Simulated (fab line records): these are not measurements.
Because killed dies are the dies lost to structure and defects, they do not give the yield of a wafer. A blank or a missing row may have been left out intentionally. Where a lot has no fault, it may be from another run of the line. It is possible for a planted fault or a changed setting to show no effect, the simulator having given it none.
Which tool was responsible? :: flow n5 finfet :: 36 wafers sampled from 12 lots at 1 step of a route of 1938

WHAT THE GAUGES SHOWED, per wafer
N5_BEOL_M8_CD_MEAS_35 targets a cd of 40 nm. Usual: 40.0 nm for cd nm, sd 0.66.
lot: L824
measured: day 10 22:15
on: cd sem-02
cd nm (nm): 38.8 40.4 40.1
flag: 

lot: L826
measured: day 11 08:25
on: cd sem-02
cd nm (nm): 38.9 38.4 39.0
flag: 

lot: L828
measured: day 11 20:16
on: cd sem-03
cd nm (nm): 41.2 40.2 40.7
flag: 

lot: L829
measured: day 11 20:19
on: cd sem-03
cd nm (nm): 38.7 39.8 38.9
flag: 

lot: L835
measured: day 13 07:50
on: cd sem-01
cd nm (nm): 39.8 40.8 39.4
flag: 

lot: L837
measured: day 14 10:46
on: cd sem-01
cd nm (nm): 40.1 40.0 40.2
flag: 

lot: L838
measured: day 14 18:39
on: cd sem-03
cd nm (nm): 39.9 40.2 40.2
flag: 

lot: L840
measured: day 15 02:16
on: cd sem-01
cd nm (nm): 39.1 39.7 39.4
flag: 

lot: L841
measured: day 15 16:59
on: cd sem-02
cd nm (nm): 39.2 40.5 40.6
flag: 

lot: L843
measured: day 16 06:33
on: cd sem-01
cd nm (nm): 39.9 39.4 40.6
flag: 

lot: L844
measured: day 16 09:20
on: cd sem-03
cd nm (nm): 39.4 39.9 40.2
flag: 

lot: L846
measured: day 16 13:27
on: cd sem-03
cd nm (nm): 40.0 40.0 40.5
flag: 

WHICH TOOL RAN EACH LOT (tool, then ch and the chambers of the sampled wafers, then the start)
The record shows no process step preceding these readings.

WHAT THE TOOLS THEMSELVES READ (means of the sampled wafers that have a number; where no wafer has one, the mark that the record gives instead)
The record holds no such reading with a usual standard deviation.

THE ANSWER, worked out from the rows above alone
Rule: a lot counts as off when the mean over its wafers that have a number is more than 3 standard deviations away from the usual mean. Also off: a lot with no number at a reading for which 4 or more lots have one. The other lots that the step has rows for count as sound. First the gauges in route order, then the tools' own readings, where a lot's mean is used as printed above. The first step at which some lot is off is used, and at that step the reading that is off furthest; a lot without a number counts as furthest.
No lot is off on any of the readings shown, so nothing can be concluded from this.

WHAT WAS PUT IN BY THE SIMULATOR
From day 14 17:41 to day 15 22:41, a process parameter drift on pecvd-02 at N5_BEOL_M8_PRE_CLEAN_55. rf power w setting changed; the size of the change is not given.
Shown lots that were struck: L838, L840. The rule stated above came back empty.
